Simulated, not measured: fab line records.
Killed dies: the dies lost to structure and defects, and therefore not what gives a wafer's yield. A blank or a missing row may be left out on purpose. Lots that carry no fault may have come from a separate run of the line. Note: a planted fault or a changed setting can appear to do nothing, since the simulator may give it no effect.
Which tool is to blame? ; flow nandHarc ; 15 lots with 45 wafers sampled at 4 steps, on a route of 1302 steps

WHAT THE GAUGES READ, wafer by wafer
NHARC_A_CHANNEL_FILL_D1_THK_MEAS_06: measures by ellipsometry. Usual: thkNm at 5.0 nm, with a standard deviation of 1.
lot;measured;on;thkNm (nm);flag
L941;day 11 05:34;filmMetro-01;6.5 4.6 6.4;
L942;day 11 15:41;filmMetro-01;5.9 5.7 4.8;
L943;day 11 23:55;filmMetro-02;6.5 3.7 3.1;
L945;day 13 01:47;filmMetro-02;6.3 6.7 4.4;
L944;day 13 01:47;filmMetro-01;6.1 5.1 5.3;
L947;day 13 23:25;filmMetro-01;5.9 4.9 4.0;
L948;day 14 04:08;filmMetro-02;4.2 6.1 5.6;
L949;day 15 00:04;filmMetro-01;5.1 6.5 6.7;
L950;day 15 00:04;filmMetro-02;5.4 6.6 3.3;
L953;day 16 17:47;filmMetro-01;4.7 4.4 5.1;
L954;day 16 17:47;filmMetro-01;3.7 5.8 4.7;
L955;day 17 06:37;filmMetro-01;6.1 4.2 4.7;
L956;day 17 06:37;filmMetro-02;4.7 5.2 2.5;
L957;day 18 01:18;filmMetro-02;6.5 6.2 4.0;
L962;day 19 21:07;filmMetro-02;5.4 5.3 5.7;

NHARC_END_SORT_01. Usual: killedAtArray 46, standard deviation 16; killedAtOther 0.9, standard deviation 1.3; killedAtPeriphery 4.1, standard deviation 3; killedDies 51, standard deviation 17; killedOpen 3.5, standard deviation 1.8; killedShort 2.5, standard deviation 1.8.
lot;measured;on;killedAtArray;killedAtOther;killedAtPeriphery;killedDies;killedOpen;killedShort;flag
L953;day 30 09:39;prober-02;676 670 670;0 0 1;1 7 6;677 677 677;3 6 2;2 3 2;OFF
L955;day 31 23:01;prober-02;668 670 671;6 0 1;3 7 5;677 677 677;5 5 4;3 6 5;OFF
L956;day 31 22:11;prober-01;673 674 672;1 0 0;3 3 5;677 677 677;1 2 3;2 2 2;OFF

WHICH TOOL RAN EACH LOT (tool, then ch and the chambers of the sampled wafers, then the start)
lot;NHARC_A_DECK1_JOINT_CMP_13;NHARC_A_ONON_D2_DEP_16
L941;cmp-03 ch 0,2, day 12 06:11;pecvdOnon-01 ch 0, day 13 18:41
L942;cmp-03 ch 1,2, day 12 14:08;pecvdOnon-01 ch 0, day 14 00:53
L943;cmp-03 ch 0,1,3, day 12 22:52;pecvdOnon-02 ch 0, day 14 12:31
L945;cmp-03 ch 0,1,3, day 14 00:00;pecvdOnon-01 ch 0, day 15 14:29
L944;cmp-02 ch 1,3, day 13 23:59;pecvdOnon-02 ch 0, day 15 14:37
L947;cmp-01 ch 1,2,3, day 14 21:35;pecvdOnon-01 ch 0, day 16 09:43
L948;cmp-03 ch 0,2,3, day 15 02:04;pecvdOnon-01 ch 0, day 16 15:55
L949;cmp-02 ch 1,2, day 15 22:22;pecvdOnon-02 ch 0, day 17 08:10
L950;cmp-01 ch 1,2,3, day 15 22:22;pecvdOnon-04 ch 0, day 17 08:10
L953;cmp-01 ch 0,2,3, day 17 15:50;pecvdOnon-04, day 19 00:57
L954;cmp-03 ch 2,3, day 17 15:50;pecvdOnon-02 ch 0, day 19 00:59
L955;cmp-02 ch 0,3, day 18 05:34;pecvdOnon-02, day 19 18:47
L956;cmp-02 ch 1,2,3, day 18 08:46;pecvdOnon-04, day 19 18:44
L957;cmp-03 ch 0,1,2, day 19 02:07;pecvdOnon-02 ch 0, day 20 14:47
L962;cmp-03 ch 1,2, day 20 18:59;pecvdOnon-01 ch 0, day 22 04:18
- NHARC_A_DECK1_JOINT_CMP_13: polishes, target thk 51.023 nm.
- NHARC_A_ONON_D2_DEP_16: target thk 1000 nm.

WHAT THE TOOLS THEMSELVES READ (means of the sampled wafers that have a number; where no wafer has one, the mark that the record gives instead)
NHARC_A_DECK1_JOINT_CMP_13. Usual: motorCurrentA 11.8 A, standard deviation 1.1; timeToEndpointS 9.1 s, standard deviation 2.4.
lot;tool;motorCurrentA (A);timeToEndpointS (s);flag
L941;cmp-03;11.6;9.3;
L942;cmp-03;12.1;8.3;
L943;cmp-03;12.3;9.0;
L945;cmp-03;12.4;11.0;
L944;cmp-02;13.0;4.5;
L947;cmp-01;10.3;9.9;
L948;cmp-03;11.6;9.6;
L949;cmp-02;12.5;10.0;
L950;cmp-01;10.5;10.1;
L953;cmp-01;10.0;8.6;
L954;cmp-03;11.8;8.9;
L955;cmp-02;12.0;10.0;
L956;cmp-02;12.1;9.0;
L957;cmp-03;12.1;9.0;
L962;cmp-03;12.2;7.6;

NHARC_A_ONON_D2_DEP_16. Usual: n2FlowSccm 2750 sccm, standard deviation 7.9; n2oFlowSccm 2001 sccm, standard deviation 5.9.
lot;tool;n2FlowSccm (sccm);n2oFlowSccm (sccm);flag
L941;pecvdOnon-01;2755;1999;
L942;pecvdOnon-01;2758;2002;
L943;pecvdOnon-02;2737;1998;
L945;pecvdOnon-01;2751;2001;
L944;pecvdOnon-02;2755;2003;
L947;pecvdOnon-01;2753;2001;
L948;pecvdOnon-01;2748;1997;
L949;pecvdOnon-02;2756;2008;
L950;pecvdOnon-04;2750;1999;
L953;pecvdOnon-04;-;-;OFF
L954;pecvdOnon-02;2745;2003;
L955;pecvdOnon-02;-;-;OFF
L956;pecvdOnon-04;-;-;OFF
L957;pecvdOnon-02;2748;2003;
L962;pecvdOnon-01;2749;2010;

THE ANSWER, worked out from the rows above alone
Rule: take the mean of a lot's wafers that have a number; if it is more than 3 standard deviations from the usual mean, the lot is off. A lot without any number at a reading at which 4 lots or more have one is off too. The other lots that the step has rows for count as sound. The gauges are gone through in route order, then the tools' own readings, and for those a lot's mean is taken as printed above. At the first step where some lot is off, the reading lying furthest off is the one used; lots without a number count as furthest.
Off at NHARC_END_SORT_01 (killedAtArray): L953, L955, L956. Neither off nor sound, because the step has no rows for them: L941, L942, L943, L945, L944, L947, L948, L949, L950, L954, L957, L962.
A tool fits if, at a process step before that reading, it ran every lot that is off, and no sound lot after the first of them. Not tried: the gauges at NHARC_END_SORT_01; whatever is off there is also off at NHARC_A_ONON_D2_DEP_16, on other tools, and gauge error can't account for it. Of those tried, none fits.

WHAT THE SIMULATOR HAD INSERTED
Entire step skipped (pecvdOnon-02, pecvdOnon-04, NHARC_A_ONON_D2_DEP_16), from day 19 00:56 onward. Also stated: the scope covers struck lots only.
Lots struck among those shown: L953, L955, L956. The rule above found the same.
